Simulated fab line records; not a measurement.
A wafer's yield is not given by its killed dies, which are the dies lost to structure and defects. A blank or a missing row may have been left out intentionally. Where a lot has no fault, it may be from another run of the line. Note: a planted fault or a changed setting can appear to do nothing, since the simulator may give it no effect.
Which tool is to blame? / flow n5_finfet / 11 lots with 31 wafers sampled at 2 steps, on a route of 1938 steps

== WHAT THE GAUGES READ, wafer by wafer ==
N5_PASSIVATION_CD_MEAS_44: target cd 40000 nm.
lot=L433; measured=day 12 08:25; on=cd_sem-02; cd_nm (nm)=40000 40000
lot=L436; measured=day 13 00:34; on=cd_sem-03; cd_nm (nm)=39991 39998 39995
lot=L435; measured=day 13 07:15; on=cd_sem-02; cd_nm (nm)=39997 39997 39999
lot=L439; measured=day 14 10:44; on=cd_sem-02; cd_nm (nm)=39992 39989 39994
lot=L442; measured=day 14 21:48; on=cd_sem-03; cd_nm (nm)=39992 39997 39993
lot=L444; measured=day 15 19:13; on=cd_sem-03; cd_nm (nm)=40003 40009
lot=L448; measured=day 16 07:07; on=cd_sem-03; cd_nm (nm)=39994 39995 39997
lot=L450; measured=day 16 07:46; on=cd_sem-01; cd_nm (nm)=39999 39999 39999
lot=L451; measured=day 17 03:19; on=cd_sem-02; cd_nm (nm)=39997 39998 39993
lot=L452; measured=day 17 07:10; on=cd_sem-01; cd_nm (nm)=39999 39999 39998
lot=L454; measured=day 17 21:13; on=cd_sem-02; cd_nm (nm)=39999 40007 39998

== WHICH TOOL RAN EACH LOT (tool, then ch and the chambers of the sampled wafers, then the start) ==
lot=L433; N5_BEOL_M15_ETCH_38=rie_diel-02 ch 2,3, day 11 19:35
lot=L436; N5_BEOL_M15_ETCH_38=rie_diel-02 ch 0,1,2, day 12 11:01
lot=L435; N5_BEOL_M15_ETCH_38=rie_diel-05 ch 1,3, day 12 16:23
lot=L439; N5_BEOL_M15_ETCH_38=rie_diel-05 ch 1,2,3, day 13 20:44
lot=L442; N5_BEOL_M15_ETCH_38=rie_diel-05 ch 0,3, day 14 07:43
lot=L444; N5_BEOL_M15_ETCH_38=rie_diel-02 ch 1,2, day 15 01:43
lot=L448; N5_BEOL_M15_ETCH_38=rie_diel-03 ch 0,1, day 15 17:10
lot=L450; N5_BEOL_M15_ETCH_38=rie_diel-03 ch 0,1,2, day 15 18:25
lot=L451; N5_BEOL_M15_ETCH_38=rie_diel-05 ch 0,1, day 16 10:53
lot=L452; N5_BEOL_M15_ETCH_38=rie_diel-02 ch 1,2,3, day 16 17:44
lot=L454; N5_BEOL_M15_ETCH_38=rie_diel-05 ch 1,2,3, day 17 08:19
- N5_BEOL_M15_ETCH_38: etches SiCN in CF4/N2, target depth 106.4 nm, time 120.5 s.

== AS READ BY THE TOOLS THEMSELVES (means over the sampled wafers that have a number; for cases with no such wafer, the mark the record gives instead) ==
N5_BEOL_M15_ETCH_38.
lot=L433; tool=rie_diel-02; bias_w (W)=70.16; drypump_motor_current_A (A)=5.9; oes_product_au (a.u.)=0.70; rf_vpp_V (V)=381.9; showerhead_plenum_p_Torr (Torr)=2.18; throttle_valve_pct (%)=15.61
lot=L436; tool=rie_diel-02; bias_w (W)=70.22; drypump_motor_current_A (A)=5.9; oes_product_au (a.u.)=0.78; rf_vpp_V (V)=381.1; showerhead_plenum_p_Torr (Torr)=2.15; throttle_valve_pct (%)=15.31
lot=L435; tool=rie_diel-05; bias_w (W)=70.26; drypump_motor_current_A (A)=5.9; oes_product_au (a.u.)=0.73; rf_vpp_V (V)=382.2; showerhead_plenum_p_Torr (Torr)=2.23; throttle_valve_pct (%)=15.46
lot=L439; tool=rie_diel-05; bias_w (W)=70.04; drypump_motor_current_A (A)=6.0; oes_product_au (a.u.)=0.75; rf_vpp_V (V)=382.1; showerhead_plenum_p_Torr (Torr)=2.20; throttle_valve_pct (%)=15.45
lot=L442; tool=rie_diel-05; bias_w (W)=69.83; drypump_motor_current_A (A)=6.2; oes_product_au (a.u.)=0.83; rf_vpp_V (V)=380.8; showerhead_plenum_p_Torr (Torr)=2.16; throttle_valve_pct (%)=15.51
lot=L444; tool=rie_diel-02; bias_w (W)=70.22; drypump_motor_current_A (A)=6.1; oes_product_au (a.u.)=0.72; rf_vpp_V (V)=381.4; showerhead_plenum_p_Torr (Torr)=2.15; throttle_valve_pct (%)=15.53
lot=L448; tool=rie_diel-03; bias_w (W)=69.83; drypump_motor_current_A (A)=5.1; oes_product_au (a.u.)=0.81; rf_vpp_V (V)=381.1; showerhead_plenum_p_Torr (Torr)=2.17; throttle_valve_pct (%)=15.40
lot=L450; tool=rie_diel-03; bias_w (W)=69.95; drypump_motor_current_A (A)=5.3; oes_product_au (a.u.)=0.84; rf_vpp_V (V)=381.8; showerhead_plenum_p_Torr (Torr)=2.21; throttle_valve_pct (%)=15.31
lot=L451; tool=rie_diel-05; bias_w (W)=70.22; drypump_motor_current_A (A)=5.7; oes_product_au (a.u.)=0.76; rf_vpp_V (V)=382.9; showerhead_plenum_p_Torr (Torr)=2.22; throttle_valve_pct (%)=15.29
lot=L452; tool=rie_diel-02; bias_w (W)=69.98; drypump_motor_current_A (A)=5.8; oes_product_au (a.u.)=0.70; rf_vpp_V (V)=382.2; showerhead_plenum_p_Torr (Torr)=2.15; throttle_valve_pct (%)=15.58
lot=L454; tool=rie_diel-05; bias_w (W)=70.11; drypump_motor_current_A (A)=5.9; oes_product_au (a.u.)=0.73; rf_vpp_V (V)=382.2; showerhead_plenum_p_Torr (Torr)=2.20; throttle_valve_pct (%)=15.51

== THE ANSWER, worked out from the rows above alone ==
Rule: the usual values come from the lots themselves. Put in order of their means at a reading, lots are off if they are a third of the lots or fewer, leave a main group of 4 or more, and stand apart from it by a gap of 3 or more times the standard deviation of the main group's means; of several such gaps the widest counts. A main group is skipped when, at the precision printed for the reading in the tables above, its means are all equal. A lot without any number at a reading at which 4 lots or more have one is off too. All remaining lots with rows at the step are treated as sound. The gauges are gone through in route order, then the tools' own readings, and for those a lot's mean is taken as printed above. The first step at which some lot is off is used, and at that step the reading that is off furthest; a lot without a number counts as furthest.
No lot is off at any reading shown: from this, nothing can be told.

== WHAT HAD BEEN PUT IN BY THE SIMULATOR ==
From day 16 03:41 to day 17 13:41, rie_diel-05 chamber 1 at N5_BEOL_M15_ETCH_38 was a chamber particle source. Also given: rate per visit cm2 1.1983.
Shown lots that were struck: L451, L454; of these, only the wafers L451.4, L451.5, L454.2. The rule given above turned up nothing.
